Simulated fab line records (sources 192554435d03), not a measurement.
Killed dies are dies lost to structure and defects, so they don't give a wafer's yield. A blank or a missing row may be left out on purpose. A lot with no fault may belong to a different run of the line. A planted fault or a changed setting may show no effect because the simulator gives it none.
fab line records	flow n5Finfet
record: lots: 5	wafers: 15	lastDay: 17
route steps=1938 shown BEOL_M6@1227
lots with no fault: from the same line, run without faults
startH: the number of hours between the record's first day and the start of the first shown wafer of the lot	waitH: time in hours since the lot's previous step	" repeats the value in the row above	L1.1+2: one row covering several wafers at once	- no value, or no start given	* or withheld: withheld	< > ~ a bound
route shown NAME@n: names a module that has steps shown in the file, with the first one's number in the route	usual: mean/standard deviation taken from wafers without a fault	same: alike in all rows	chamber/n: place in a boat	sites: each site's reading	_std_site: how widely they spread, as a standard deviation	_edge_site: inner sites' mean taken away from outer sites' mean	radiusMm: for every site, how far away it sits from the centre of the wafer	mask NAME#n: copy n	behind: tool/chamber where the wafer was last shaped	hold: what put the lot on hold/how long, in hours/how the hold closed	device: transistor that didn't switch, given as n, p or np	end of line: the tests these same wafers got at the end of their route	for a step that has no rows: nothing shown but its recipe	killed: dies that structure and defects cost at the first sort, which is not the same as the wafer's yield	map: the dies of a wafer, with x for killed, . for not killed, _ for no die there
set.NAME: the run value of the setting; set.NAME@STEP: its run value at that earlier step	model.NAME: the simulator's own value behind a step, which no gauge read
certain route steps with their lots: each step a table, each wafer a row
services: a tool's chamber out of use, with start hour (startH, from the record's first day; less than 0 if before it), hours out, and reason
== steps ==
step: N5_BEOL_M6_CD_MEAS_28
recipe: targetCdNm: 40	landingEnergyEv: 500	detector: seInlens
usual: cdNm: 39.98/0.21
lot.wafer	tool	chamber	startH	waitH	cdNm
L076.1	cdSem-01	0	223.45	-	40.13
L076.2	"	0	"	"	39.96
L076.3	"	0	"	"	39.91
L081.2	cdSem-02	0	261.28	-	40.24
L081.3	"	0	"	"	39.67
L081.6	"	0	"	"	40.28
L082.2	cdSem-03	0	270.92	-	39.96
L082.5	"	0	"	"	39.93
L082.6	"	0	"	"	40.15
L093.3	cdSem-02	0	316.75	-	40.18
L093.5	"	0	"	"	40.33
L093.6	"	0	"	"	40.13
L094.2	cdSem-02	0	320.73	-	39.90
L094.3	"	0	"	"	39.68
L094.4	"	0	"	"	40.04
step: N5_BEOL_M6_OVL_MEAS_29
recipe: pointsPerWafer: 522
usual: V5_OVL: 0.0/0.67
lot.wafer	tool	chamber	startH	waitH	V5_OVL[nm]
L076.1	overlay-02	0	223.48	0.0	-0.1
L076.2	"	0	"	"	-1.1
L076.3	"	0	"	"	0.7
L081.2	overlay-02	0	261.31	0.0	-0.2
L081.3	"	0	"	"	-0.7
L081.6	"	0	"	"	-0.4
L082.2	overlay-01	0	270.95	0.0	0.6
L082.5	"	0	"	"	-0.2
L082.6	"	0	"	"	0.5
L093.3	overlay-02	0	316.79	0.0	-0.8
L093.5	"	0	"	"	-0.3
L093.6	"	0	"	"	-0.6
L094.2	overlay-01	0	320.77	0.0	0.4
L094.3	"	0	"	"	0.0
L094.4	"	0	"	"	0.2
step: N5_BEOL_M6_INSPECT_30
recipe: mode: adi	inspectInstrument: brightfield
usual: rawDefectCount: 440/85
lot.wafer	tool	chamber	startH	waitH	rawDefectCount
L076.1	defectInspect-01	-	223.53	0.1	505
L076.2	"	-	"	"	361
L076.3	"	-	"	"	537
L081.2	defectInspect-01	-	261.36	0.0	543
L081.3	"	-	"	"	522
L081.6	"	-	"	"	469
L082.2	defectInspect-01	-	271.01	0.0	461
L082.5	"	-	"	"	334
L082.6	"	-	"	"	413
L093.3	defectInspect-02	-	316.83	0.0	313
L093.5	"	-	"	"	332
L093.6	"	-	"	"	409
L094.2	defectInspect-02	-	320.82	0.0	467
L094.3	"	-	"	"	451
L094.4	"	-	"	"	517
step: N5_BEOL_M6_DESCUM_33
recipe: chemistry: O2	timeS: 7	sourcePowerW: 50	biasPowerW: 20	pressureMtorr: 20	rfFrequencyHz: 2.712e+07	tempC: 40	resist: CAR-EUV	o2FlowSccm: 225
usual: drypumpMotorCurrentA: 5.7/0.39	oesProductAu: 0.80/0.1	rfFwdPowerW: 49.43/0.21	rfVppV: 243.3/1.4	showerheadPlenumPTorr: 2.10/0.079	throttleValvePct: 20.47/0.25
lot.wafer	tool	chamber	startH	waitH	drypumpMotorCurrentA	oesProductAu	rfFwdPowerW	rfHoursCounterH	rfVppV	showerheadPlenumPTorr	throttleValvePct
L076.1	rieDiel-03	0	223.57	0.0	5.3	0.72	49.31	198	241.2	2.01	20.61
L076.2	"	3	"	"	6.6	0.81	49.14	90	245.1	2.20	20.23
L076.3	"	1	"	"	5.7	1.00	49.51	2	243.1	2.14	20.36
L081.2	rieDiel-03	0	261.40	0.0	5.3	0.71	49.40	209	241.5	2.01	20.62
L081.3	"	2	"	"	5.7	0.88	49.44	40	245.7	2.21	20.39
L081.6	"	0	"	"	5.3	0.71	49.46	-	241.4	2.01	20.61
L082.2	rieDiel-01	2	271.04	0.0	5.8	0.67	49.13	236	242.3	2.07	20.65
L082.5	"	0	"	"	5.5	0.70	49.56	-	245.0	2.14	20.39
L082.6	"	3	"	"	5.4	0.71	49.55	-	242.9	2.07	20.58
L093.3	rieDiel-01	1	316.87	0.0	5.3	0.96	49.55	9	245.4	2.25	20.76
L093.5	"	3	"	"	5.5	0.69	49.31	-	244.2	2.07	20.61
L093.6	"	0	"	"	5.5	0.69	49.16	-	245.0	2.14	20.43
L094.2	rieDiel-03	1	320.85	0.0	5.7	0.90	49.04	35	243.9	2.13	20.40
L094.3	"	3	"	"	6.6	0.77	49.42	125	244.9	2.18	20.29
L094.4	"	2	"	"	5.8	0.85	49.44	61	245.1	2.20	20.43
step: N5_BEOL_M6_ETCH_72
recipe: chemistry: N2/H2	target: underlayer	targetDepthA: 65	maskMaterial: CAR-EUV	timeS: 5.2	ionEnergyEv: 200	pressureMtorr: 30	sourceW: 840	biasW: 150	n2FlowSccm: 200	h2FlowSccm: 200	ends: cleared
usual: drypumpMotorCurrentA: 5.7/0.39	etchRfOnTimeS: 5.24/0.12	n2FlowSccm: 200.0/0.6	oesProductAu: 0.68/0.09	rfFwdPowerW: 819.4/2.7	rfVppV: 524.1/2.8	showerheadPlenumPTorr: 2.55/0.097	throttleValvePct: 17.90/0.22
lot.wafer	tool	chamber	startH	waitH	drypumpMotorCurrentA	etchRfOnTimeS	n2FlowSccm	oesProductAu	rfFwdPowerW	rfHoursCounterH	rfVppV	showerheadPlenumPTorr	throttleValvePct
L076.1	rieDiel-03	0	223.60	0.0	5.4	5.19	200.2	0.61	818.4	198	521.4	2.41	17.89
L076.2	"	3	"	"	6.6	5.35	198.8	0.68	822.7	90	526.5	2.66	17.54
L076.3	"	1	"	"	5.7	4.95	199.7	0.87	820.5	2	526.6	2.63	17.99
L081.2	rieDiel-03	0	261.43	0.0	5.3	5.31	200.9	0.59	818.5	209	521.8	2.41	17.91
L081.3	"	2	"	"	5.8	5.21	200.5	0.74	819.2	40	530.4	2.69	17.89
L081.6	"	0	"	"	5.4	5.28	199.7	0.60	821.8	-	519.8	2.41	17.93
L082.2	rieDiel-01	2	271.08	0.0	5.8	5.35	200.1	0.56	819.0	236	523.6	2.51	18.05
L082.5	"	0	"	"	5.5	5.35	199.9	0.59	819.4	-	529.3	2.63	18.03
L082.6	"	3	"	"	5.5	5.19	199.4	0.60	817.4	-	523.4	2.50	17.87
L093.3	rieDiel-01	1	316.90	0.0	5.3	5.10	199.3	0.82	823.1	9	527.4	2.71	18.03
L093.5	"	3	"	"	5.5	5.18	200.3	0.59	818.5	-	523.1	2.49	17.92
L093.6	"	0	"	"	5.5	5.36	199.4	0.58	818.3	-	524.5	2.62	18.10
L094.2	rieDiel-03	1	320.89	0.0	5.7	5.01	199.5	0.79	818.9	35	525.3	2.61	18.08
L094.3	"	3	"	"	6.6	5.38	199.8	0.66	815.9	125	527.0	2.64	17.58
L094.4	"	2	"	"	5.8	5.20	199.1	0.72	820.1	61	529.0	2.68	17.89
step: N5_BEOL_M6_ETCH_65
recipe: chemistry: CF4	target: SiARC	targetDepthA: 156	maskMaterial: CAR-EUV	timeS: 26	ionEnergyEv: 80	pressureMtorr: 40	sourceW: 545	biasW: 36	Ar_flow_sccm: 100	cf4FlowSccm: 100	ends: cleared
usual: drypumpMotorCurrentA: 5.7/0.39	etchRfOnTimeS: 26.2/0.61	oesProductAu: 0.68/0.09	rfFwdPowerW: 532.2/2.1	rfVppV: 184.2/1.2	showerheadPlenumPTorr: 2.14/0.078	throttleValvePct: 15.63/0.23
lot.wafer	tool	chamber	startH	waitH	drypumpMotorCurrentA	etchRfOnTimeS	oesProductAu	rfFwdPowerW	rfHoursCounterH	rfVppV	showerheadPlenumPTorr	throttleValvePct
L076.1	rieDiel-03	0	223.62	0.0	5.4	26.5	0.60	532.1	198	182.7	2.05	15.71
L076.2	"	3	"	"	6.6	26.9	0.68	533.4	90	186.0	2.23	15.41
L076.3	"	1	"	"	5.7	24.9	0.87	535.1	2	185.7	2.20	15.56
L081.2	rieDiel-03	0	261.45	0.0	5.3	26.3	0.60	535.1	209	182.7	2.04	15.75
L081.3	"	2	"	"	5.7	26.0	0.75	534.3	40	185.1	2.27	15.64
L081.6	"	0	"	"	5.3	26.5	0.60	535.8	-	183.4	2.04	15.76
L082.2	rieDiel-01	2	271.09	0.0	5.8	26.7	0.58	532.1	236	184.1	2.11	15.85
L082.5	"	0	"	"	5.5	26.9	0.60	529.2	-	185.0	2.21	15.73
L082.6	"	3	"	"	5.5	26.4	0.59	532.1	-	184.1	2.10	15.61
L093.3	rieDiel-01	1	316.92	0.0	5.4	25.4	0.83	536.0	9	186.4	2.28	15.74
L093.5	"	3	"	"	5.5	26.2	0.58	534.7	-	182.4	2.09	15.67
L093.6	"	0	"	"	5.5	27.4	0.58	534.9	-	184.6	2.20	15.76
L094.2	rieDiel-03	1	320.90	0.0	5.7	25.1	0.78	532.7	35	183.8	2.19	15.61
L094.3	"	3	"	"	6.6	27.2	0.66	530.0	125	184.7	2.22	15.48
L094.4	"	2	"	"	5.7	26.2	0.71	531.0	61	186.2	2.27	15.68
step: N5_BEOL_M6_ETCH_66
recipe: chemistry: N2/H2	target: SOC	targetDepthA: 800	overetchA: 160	maskMaterial: SiARC	tempC: 40	timeS: 120	ionEnergyEv: 200	pressureMtorr: 30	sourceW: 840	biasW: 150	n2FlowSccm: 200	h2FlowSccm: 200
usual: drypumpMotorCurrentA: 5.7/0.39	n2FlowSccm: 200.0/0.55	oesProductAu: 0.62/0.074	rfFwdPowerW: 836.1/2.7	rfVppV: 524.0/2.7	showerheadPlenumPTorr: 2.55/0.097	throttleValvePct: 17.86/0.22
lot.wafer	tool	chamber	startH	waitH	drypumpMotorCurrentA	n2FlowSccm	oesProductAu	rfFwdPowerW	rfHoursCounterH	rfVppV	showerheadPlenumPTorr	throttleValvePct
L076.1	rieDiel-03	0	223.65	0.0	5.4	200.7	0.55	830.8	198	519.8	2.41	17.87
L076.2	"	3	"	"	6.6	199.4	0.63	834.5	91	527.3	2.66	17.47
L076.3	"	1	"	"	5.7	199.4	0.76	836.5	2	524.8	2.63	17.95
L081.2	rieDiel-03	0	261.48	0.0	5.4	200.2	0.54	834.5	210	521.2	2.41	17.89
L081.3	"	2	"	"	5.7	200.0	0.66	841.2	41	528.1	2.69	17.84
L081.6	"	0	"	"	5.4	200.0	0.54	832.4	-	520.2	2.41	17.90
L082.2	rieDiel-01	2	271.12	0.0	5.8	199.2	0.52	830.2	236	520.6	2.51	17.99
L082.5	"	0	"	"	5.5	199.8	0.55	834.4	-	525.5	2.63	18.01
L082.6	"	3	"	"	5.5	199.1	0.53	834.2	-	521.5	2.50	17.82
L093.3	rieDiel-01	1	316.95	0.0	5.4	200.2	0.73	838.5	9	527.9	2.71	17.99
L093.5	"	3	"	"	5.5	199.8	0.53	835.5	-	522.6	2.49	17.87
L093.6	"	0	"	"	5.5	200.3	0.54	837.4	-	525.9	2.62	18.07
L094.2	rieDiel-03	1	320.93	0.0	5.7	199.5	0.69	836.2	35	524.9	2.61	18.00
L094.3	"	3	"	"	6.6	199.2	0.60	836.8	125	525.7	2.64	17.55
L094.4	"	2	"	"	5.7	199.7	0.65	835.7	61	529.9	2.69	17.87
step: N5_BEOL_M6_STRIP_69
recipe: chemistry: N2/H2	tempC: 40	n2FlowSccm: 200	h2FlowSccm: 200	rfFrequencyHz: 6e+07
lot.wafer	tool	chamber	startH	waitH
L076.1+2+3	rieDiel-03	0,3,1	223.73	0.0
L081.2+3+6	rieDiel-03	0,2,0	261.56	0.0
L082.2+5+6	rieDiel-01	2,0,3	271.20	0.0
L093.3+5+6	rieDiel-01	1,3,0	317.03	0.0
L094.2+3+4	rieDiel-03	1,3,2	321.01	0.0
step: N5_BEOL_M6_STRIP_73
recipe: chemistry: N2/H2	tempC: 40	n2FlowSccm: 200	h2FlowSccm: 200	rfFrequencyHz: 6e+07
lot.wafer	tool	chamber	startH	waitH
L076.1+2+3	rieDiel-03	0,3,1	223.74	0.0
L081.2+3+6	rieDiel-03	0,2,0	261.57	0.0
L082.2+5+6	rieDiel-01	2,0,3	271.21	0.0
L093.3+5+6	rieDiel-01	1,3,0	317.04	0.0
L094.2+3+4	rieDiel-03	1,3,2	321.02	0.0
step: N5_BEOL_M6_VIA_ETCH_34
recipe: chemistry: C4F6/O2	target: SiCOH_lowk	targetDepthA: 1263	maskMaterial: SOC	taperDeg: 4	timeS: 50.9	ionEnergyEv: 250	pressureMtorr: 30	sourceW: 345	biasW: 185	Ar_flow_sccm: 300	C4F6_flow_sccm: 10	O2_flow_sccm: 10
usual: drypumpMotorCurrentA: 5.7/0.39	oesProductAu: 0.80/0.1	rfFwdPowerW: 342.0/1.1	rfVppV: 668/9.3	showerheadPlenumPTorr: 2.85/0.11	throttleValvePct: 20.93/0.24
lot.wafer	tool	chamber	startH	waitH	drypumpMotorCurrentA	oesProductAu	rfFwdPowerW	rfHoursCounterH	rfVppV	showerheadPlenumPTorr	throttleValvePct
L076.1	rieDiel-03	0	223.75	0.0	5.3	0.71	342.8	198	670	2.72	20.95
L076.2	"	3	"	"	6.6	0.80	340.5	91	679	2.99	20.72
L076.3	"	1	"	"	5.7	1.01	340.0	2	661	2.94	21.01
L081.2	rieDiel-03	0	261.58	0.0	5.4	0.70	341.9	210	668	2.72	20.97
L081.3	"	2	"	"	5.7	0.87	342.6	41	675	3.03	21.03
L081.6	"	0	"	"	5.3	0.70	341.3	-	669	2.72	20.97
L082.2	rieDiel-01	2	271.22	0.0	5.8	0.67	341.4	236	653	2.81	21.08
L082.5	"	0	"	"	5.5	0.70	341.5	-	671	2.94	20.99
L082.6	"	3	"	"	5.5	0.70	341.3	-	667	2.80	20.89
L093.3	rieDiel-01	1	317.05	0.0	5.3	0.95	342.2	10	671	3.03	21.11
L093.5	"	3	"	"	5.5	0.69	339.8	-	667	2.79	20.93
L093.6	"	0	"	"	5.5	0.68	340.9	-	672	2.93	21.01
L094.2	rieDiel-03	1	321.03	0.0	5.7	0.91	341.7	35	662	2.92	21.05
L094.3	"	3	"	"	6.6	0.77	342.0	125	678	2.97	20.78
L094.4	"	2	"	"	5.7	0.84	343.6	61	676	3.02	21.08
step: N5_BEOL_M6_STRIP_76
recipe: chemistry: C4F6/O2	resist: SiARC	rfFrequencyHz: 6e+07
lot.wafer	tool	chamber	startH	waitH
L076.1+2+3	rieDiel-03	0,3,1	223.79	0.0
L081.2+3+6	rieDiel-03	0,2,0	261.62	0.0
L082.2+5+6	rieDiel-01	2,0,3	271.26	0.0
L093.3+5+6	rieDiel-01	1,3,0	317.09	0.0
L094.2+3+4	rieDiel-03	1,3,2	321.08	0.0
step: N5_BEOL_M6_STRIP_36
recipe: chemistry: N2/H2	powerW: 450	tempC: 40	pressureMtorr: 20	rfFrequencyHz: 6e+07	overashFraction: 0.3	biasPowerW: 7	h2Frac: 0.5	n2FlowSccm: 200	h2FlowSccm: 200
usual: drypumpMotorCurrentA: 5.7/0.39	n2FlowSccm: 200.0/0.64	oesProductAu: 0.81/0.1	rfVppV: 59.3/1.5	showerheadPlenumPTorr: 2.54/0.097	throttleValvePct: 23.71/0.28
lot.wafer	tool	chamber	startH	waitH	drypumpMotorCurrentA	n2FlowSccm	oesProductAu	rfHoursCounterH	rfVppV	showerheadPlenumPTorr	throttleValvePct
L076.1	rieDiel-03	0	223.80	0.0	5.4	200.4	0.74	198	60.7	2.41	23.62
L076.2	"	3	"	"	6.6	199.0	0.80	91	57.1	2.66	23.12
L076.3	"	1	"	"	5.7	199.9	1.00	2	59.3	2.62	23.96
L081.2	rieDiel-03	0	261.63	0.0	5.4	199.4	0.71	210	58.8	2.41	23.64
L081.3	"	2	"	"	5.7	200.2	0.86	41	60.8	2.69	23.73
L081.6	"	0	"	"	5.3	199.6	0.72	-	58.2	2.40	23.61
L082.2	rieDiel-01	2	271.27	0.0	5.8	200.5	0.66	236	58.4	2.51	23.76
L082.5	"	0	"	"	5.5	199.8	0.71	-	61.0	2.62	23.92
L082.6	"	3	"	"	5.5	199.5	0.71	-	59.5	2.49	23.59
L093.3	rieDiel-01	1	317.10	0.0	5.3	200.1	0.96	10	59.4	2.71	23.92
L093.5	"	3	"	"	5.5	200.3	0.69	-	59.2	2.48	23.66
L093.6	"	0	"	"	5.5	200.5	0.69	-	58.6	2.61	23.97
L094.2	rieDiel-03	1	321.09	0.0	5.6	199.8	0.91	35	59.2	2.61	24.00
L094.3	"	3	"	"	6.6	198.9	0.77	125	62.4	2.64	23.11
L094.4	"	2	"	"	5.7	198.8	0.84	61	59.4	2.68	23.75
step: N5_BEOL_M6_TRENCH_ETCH_37
recipe: chemistry: C4F6/O2	targetDepthA: 944.35	target: SiCOH_lowk	timeS: 31.5	ionEnergyEv: 250	pressureMtorr: 30	sourceW: 345	biasW: 185	Ar_flow_sccm: 300	C4F6_flow_sccm: 10	O2_flow_sccm: 10
usual: drypumpMotorCurrentA: 5.7/0.39	oesProductAu: 0.80/0.1	rfFwdPowerW: 340.9/1.5	rfVppV: 668/9.3	showerheadPlenumPTorr: 2.85/0.11	throttleValvePct: 20.96/0.24
lot.wafer	tool	chamber	startH	waitH	drypumpMotorCurrentA	oesProductAu	rfFwdPowerW	rfHoursCounterH	rfVppV	showerheadPlenumPTorr	throttleValvePct
L076.1	rieDiel-03	0	-	-	5.4	0.71	342.1	198	668	2.72	20.96
L076.2	"	3	"	"	6.6	0.80	340.3	91	679	2.99	20.76
L076.3	"	1	"	"	5.7	1.01	339.0	2	662	2.94	21.04
L081.2	rieDiel-03	0	-	-	5.4	0.69	341.7	210	670	2.72	21.00
L081.3	"	2	"	"	5.7	0.88	342.9	41	674	3.03	21.09
L081.6	"	0	"	"	5.3	0.70	341.3	-	669	2.72	21.00
L082.2	rieDiel-01	2	-	-	5.8	0.68	339.0	236	651	2.81	21.10
L082.5	"	0	"	"	5.5	0.70	342.9	-	671	2.94	21.01
L082.6	"	3	"	"	5.5	0.70	340.6	-	668	2.80	20.91
L093.3	rieDiel-01	1	-	-	5.3	0.96	341.1	10	672	3.03	21.16
L093.5	"	3	"	"	5.5	0.70	342.0	-	668	2.79	20.96
L093.6	"	0	"	"	5.5	0.69	342.4	-	669	2.93	21.04
L094.2	rieDiel-03	1	-	-	5.7	0.91	339.9	35	663	2.92	21.09
L094.3	"	3	"	"	6.6	0.77	338.1	125	678	2.97	20.82
L094.4	"	2	"	"	5.8	0.84	341.9	61	675	3.02	21.11
step: N5_BEOL_M6_ETCH_41
recipe: chemistry: CH3F/O2	target: SiCN	targetDepthA: 297	taperDeg: 2	timeS: 52	ionEnergyEv: 120	maskMaterial: TiN	pressureMtorr: 30	sourceW: 395	biasW: 75	Ar_flow_sccm: 150	CH3F_flow_sccm: 30	O2_flow_sccm: 20
usual: CH3F_flow_sccm: 29.99/0.09	drypumpMotorCurrentA: 5.7/0.39	oesProductAu: 0.80/0.1	rfFwdPowerW: 391.3/1.4	rfVppV: 297.4/1.7	showerheadPlenumPTorr: 2.00/0.077	throttleValvePct: 16.34/0.23
lot.wafer	tool	chamber	startH	waitH	CH3F_flow_sccm	drypumpMotorCurrentA	oesProductAu	rfFwdPowerW	rfHoursCounterH	rfVppV	showerheadPlenumPTorr	throttleValvePct
L076.1	rieDiel-03	0	-	-	29.95	5.3	0.71	392.4	198	294.7	1.91	16.44
L076.2	"	3	"	"	30.04	6.6	0.81	391.0	91	298.4	2.10	16.19
L076.3	"	1	"	"	30.03	5.7	1.01	390.6	2	298.1	2.06	16.31
L081.2	rieDiel-03	0	-	-	29.89	5.3	0.71	389.6	210	295.8	1.91	16.48
L081.3	"	2	"	"	29.96	5.7	0.87	390.9	41	299.5	2.13	16.37
L081.6	"	0	"	"	29.85	5.4	0.70	390.9	-	295.1	1.91	16.46
L082.2	rieDiel-01	2	-	-	29.91	5.8	0.67	391.4	236	297.6	1.97	16.54
L082.5	"	0	"	"	29.95	5.5	0.70	391.2	-	299.9	2.06	16.43
L082.6	"	3	"	"	29.93	5.5	0.70	390.0	-	298.0	1.97	16.38
L093.3	rieDiel-01	1	-	-	29.88	5.3	0.97	392.7	10	298.6	2.13	16.45
L093.5	"	3	"	"	29.99	5.5	0.69	392.4	-	296.6	1.96	16.44
L093.6	"	0	"	"	30.06	5.5	0.68	390.9	-	297.7	2.06	16.45
L094.2	rieDiel-03	1	-	-	30.15	5.6	0.91	390.9	35	297.7	2.05	16.37
L094.3	"	3	"	"	29.92	6.6	0.77	389.3	125	300.8	2.09	16.26
L094.4	"	2	"	"	29.90	5.7	0.84	393.3	61	300.0	2.12	16.41
step: N5_BEOL_M6_STRIP_80
recipe: chemistry: N2/H2	timeS: 10	powerW: 450	tempC: 40	pressureMtorr: 20	rfFrequencyHz: 6e+07	biasPowerW: 7	n2FlowSccm: 200	h2FlowSccm: 200
usual: drypumpMotorCurrentA: 5.7/0.39	n2FlowSccm: 200.0/0.59	oesProductAu: 0.80/0.1	rfVppV: 59.2/0.91	showerheadPlenumPTorr: 2.54/0.097	throttleValvePct: 23.71/0.27
lot.wafer	tool	chamber	startH	waitH	drypumpMotorCurrentA	n2FlowSccm	oesProductAu	rfHoursCounterH	rfVppV	showerheadPlenumPTorr	throttleValvePct
L076.1	rieDiel-03	0	-	-	5.4	200.5	0.72	198	58.9	2.41	23.63
L076.2	"	3	"	"	6.6	200.0	0.80	91	59.1	2.66	23.13
L076.3	"	1	"	"	5.7	199.7	1.00	2	61.0	2.62	23.98
L081.2	rieDiel-03	0	-	-	5.4	200.3	0.72	210	58.8	2.40	23.63
L081.3	"	2	"	"	5.7	199.6	0.88	41	59.5	2.69	23.72
L081.6	"	0	"	"	5.4	199.4	0.72	-	58.3	2.40	23.64
L082.2	rieDiel-01	2	-	-	5.8	199.3	0.67	236	60.4	2.51	23.74
L082.5	"	0	"	"	5.5	199.5	0.71	-	59.1	2.62	23.92
L082.6	"	3	"	"	5.5	198.8	0.70	-	59.8	2.49	23.62
L093.3	rieDiel-01	1	-	-	5.3	200.5	0.95	10	60.0	2.71	23.92
L093.5	"	3	"	"	5.5	201.1	0.69	-	57.9	2.48	23.64
L093.6	"	0	"	"	5.5	199.7	0.69	-	61.0	2.61	23.97
L094.2	rieDiel-03	1	-	-	5.7	200.8	0.91	35	59.1	2.61	24.03
L094.3	"	3	"	"	6.6	199.5	0.77	125	61.0	2.64	23.16
L094.4	"	2	"	"	5.7	200.8	0.85	61	60.6	2.68	23.75
step: N5_BEOL_M6_OCD_MEAS_38
usual: trenchDepthNm: 94.2/1.7
lot.wafer	tool	chamber	startH	waitH	trenchDepthNm
L076.1	ocd-02	-	224.00	-	93.1
L076.2	"	-	"	"	91.1
L076.3	"	-	"	"	96.9
L081.2	ocd-01	-	261.83	-	92.7
L081.3	"	-	"	"	95.6
L081.6	"	-	"	"	93.4
L082.2	ocd-02	-	271.48	-	92.5
L082.5	"	-	"	"	92.2
L082.6	"	-	"	"	93.6
L093.3	ocd-02	-	317.30	-	97.0
L093.5	"	-	"	"	95.8
L093.6	"	-	"	"	93.0
L094.2	ocd-02	-	321.28	-	98.0
L094.3	"	-	"	"	92.3
L094.4	"	-	"	"	95.6
step: N5_BEOL_M6_HM_STRIP_39
recipe: chemistry: peroxideTinStrip	material: TiN	targetDepthA: 250	tempC: 50	timeS: 158
lot.wafer	tool	chamber	startH	waitH
L076.1+2+3	wetBench-02	7,1,2	224.03	0.0
L081.2+3+6	wetBench-01	1,3,7	261.86	0.0
L082.2+5+6	wetBench-04	7,0,4	271.51	0.0
L093.3+5+6	wetBench-04	7,4,5	317.34	0.0
L094.2+3+4	wetBench-01	7,5,1	321.32	0.0
step: N5_BEOL_M6_SRD_40
recipe: timeS: 30	tempC: 23	rinseLiquid: diw	dry: ipaMarangoni
lot.wafer	tool	chamber	startH	waitH
L076.1+2+3	wetBench-02	7,1,2	224.07	0.0
L081.2+3+6	wetBench-01	1,3,7	261.91	0.0
L082.2+5+6	wetBench-04	7,0,4	271.55	0.0
L093.3+5+6	wetBench-04	7,4,5	317.39	0.0
L094.2+3+4	wetBench-01	7,5,1	321.37	0.0
step: N5_BEOL_M6_PRECLEAN_42
recipe: chemistry: residueRemover	timeS: 60	tempC: 40
lot.wafer	tool	chamber	startH	waitH
L076.1+2+3	wetBench-02	7,1,2	224.09	0.0
L081.2+3+6	wetBench-01	1,3,7	261.93	0.0
L082.2+5+6	wetBench-04	7,0,4	271.57	0.0
L093.3+5+6	wetBench-04	7,4,5	317.40	0.0
L094.2+3+4	wetBench-01	7,5,1	321.38	0.0
step: N5_BEOL_M6_SRD_43
recipe: timeS: 30	tempC: 23	rinseLiquid: diw	dry: ipaMarangoni
lot.wafer	tool	chamber	startH	waitH
L076.1+2+3	wetBench-02	7,1,2	224.11	0.0
L081.2+3+6	wetBench-01	1,3,7	261.94	0.0
L082.2+5+6	wetBench-04	7,0,4	271.59	0.0
L093.3+5+6	wetBench-04	7,4,5	317.42	0.0
L094.2+3+4	wetBench-01	7,5,1	321.40	0.0
step: N5_BEOL_M6_CD_MEAS_35
recipe: targetCdNm: 40	targetCdYNm: 28	polarity: opening
usual: cdNm: 40.1/0.61
lot.wafer	tool	chamber	startH	waitH	cdNm
L076.1	cdSem-02	-	224.15	0.0	40.5
L076.2	"	-	"	"	40.4
L076.3	"	-	"	"	40.4
L081.2	cdSem-01	-	261.99	0.0	40.1
L081.3	"	-	"	"	39.9
L081.6	"	-	"	"	40.0
L082.2	cdSem-03	-	271.63	0.0	39.6
L082.5	"	-	"	"	40.3
L082.6	"	-	"	"	39.4
L093.3	cdSem-02	-	317.46	0.0	40.7
L093.5	"	-	"	"	40.8
L093.6	"	-	"	"	40.7
L094.2	cdSem-02	-	321.44	0.0	41.4
L094.3	"	-	"	"	40.4
L094.4	"	-	"	"	39.9
== services ==
tool	chamber	startH	hours	kind
rieDiel-03	-	205.84	0.2	repair
rieDiel-03	2	220.89	7.3	repair
rieDiel-01	1	275.60	-	clean
rieDiel-01	1	275.60	-	consumableReplace:focusRing
rieDiel-01	1	275.60	-	consumableReplace:showerhead
rieDiel-01	1	275.60	19.0	scheduledDown
rieDiel-01	1	275.60	19.0	ventCycle
rieDiel-01	2	299.41	-	clean
rieDiel-01	2	299.41	-	consumableReplace:focusRing
rieDiel-01	2	299.41	30.5	scheduledDown
rieDiel-01	2	299.41	30.5	ventCycle
== key ==
fault none
